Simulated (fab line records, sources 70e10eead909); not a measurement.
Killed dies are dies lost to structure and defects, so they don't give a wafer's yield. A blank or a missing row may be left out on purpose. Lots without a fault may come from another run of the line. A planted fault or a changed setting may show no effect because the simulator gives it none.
Chamber matching | flow nand_harc | NHARC_A_CONTACT_ALD_18 on ald_metal-03: 4 sister chambers
The step deposits TiN, target thk 3 nm, pulse time 1 s, ald cycles 150. 20 wafers are shown with their chamber, then 10 later ones without.

WAFERS WITH THEIR CHAMBER
wafer  | chamber | heater_power_w (W) | precursor_pulse_height_rel
L075.1 | 3       | 1270               | 0.977
L075.2 | 0       | 1240               | 1.031
L075.3 | 2       | 1231               | 1.021
L074.3 | 0       | 1279               | 1.007
L074.4 | 1       | 1107               | 1.004
L074.5 | 1       | 1112               | 0.975
L079.1 | 1       | 1123               | 0.978
L079.3 | 2       | 1231               | 1.029
L079.6 | 3       | 1280               | 0.995
L081.1 | 2       | 1201               | 1.019
L081.4 | 0       | 1157               | 0.991
L081.6 | 2       | 1207               | 0.972
L084.1 | 1       | 1054               | 0.999
L084.2 | 2       | 1195               | 0.991
L084.4 | 3       | 1185               | 0.957
L090.1 | 3       | 1172               | 1.032
L090.2 | 2       | 1194               | 1.009
L090.5 | 1       | 1042               | 1.009
L093.2 | 1       | 1075               | 0.995
L093.5 | 3       | 1170               | 1.004

SIGNATURES (means of the wafers above)
reading                    | chamber 0 | chamber 1 | chamber 2 | chamber 3 | scatter within a chamber
heater_power_w             | 1225.33   | 1085.50   | 1209.83   | 1215.40   | 40.9
precursor_pulse_height_rel | 1.00967   | 0.99333   | 1.00683   | 0.99300   | 0.0213
Rule: a wafer's distance from a chamber is the root of the sum, over the readings, of the square of ((its reading less the chamber's mean) divided by the reading's scatter). The wafer belongs to the nearest chamber; if the next one is less than 2 further off, it can't be placed. The scatter: the root of (the sum of the squares of (reading less its chamber's mean) over the shown wafers, divided by (wafers less chambers)).

WAFERS WITHOUT THEIR CHAMBER
wafer  | heater_power_w (W) | precursor_pulse_height_rel
L093.6 | 1175               | 0.969
L094.1 | 1063               | 0.992
L094.2 | 1163               | 0.986
L094.6 | 1224               | 0.969
L094.3 | 1172               | 1.008
L094.4 | 1179               | 0.995
L094.5 | 1085               | 1.014
L097.1 | 1185               | 0.986
L097.3 | 1207               | 1.002
L097.6 | 1195               | 1.044

WHICH CHAMBER EACH WENT THROUGH
wafer  | from the rows above               | in truth
L093.6 | can't be placed: 3 or 2 or 0 or 1 | 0
L094.1 | 1                                 | 1
L094.2 | can't be placed: 3 or 2 or 0 or 1 | 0
L094.6 | can't be placed: 3 or 2 or 0      | 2
L094.3 | can't be placed: 2 or 3 or 0 or 1 | 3
L094.4 | can't be placed: 3 or 2 or 0 or 1 | 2
L094.5 | 1                                 | 1
L097.1 | can't be placed: 3 or 2 or 0 or 1 | 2
L097.3 | can't be placed: 2 or 3 or 0      | 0
L097.6 | can't be placed: 0 or 2 or 3 or 1 | 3
Placed correctly: 2 of 10. Can't be placed from these rows: 8 (the true chamber is among the candidates in 8). Placed wrongly: 0.
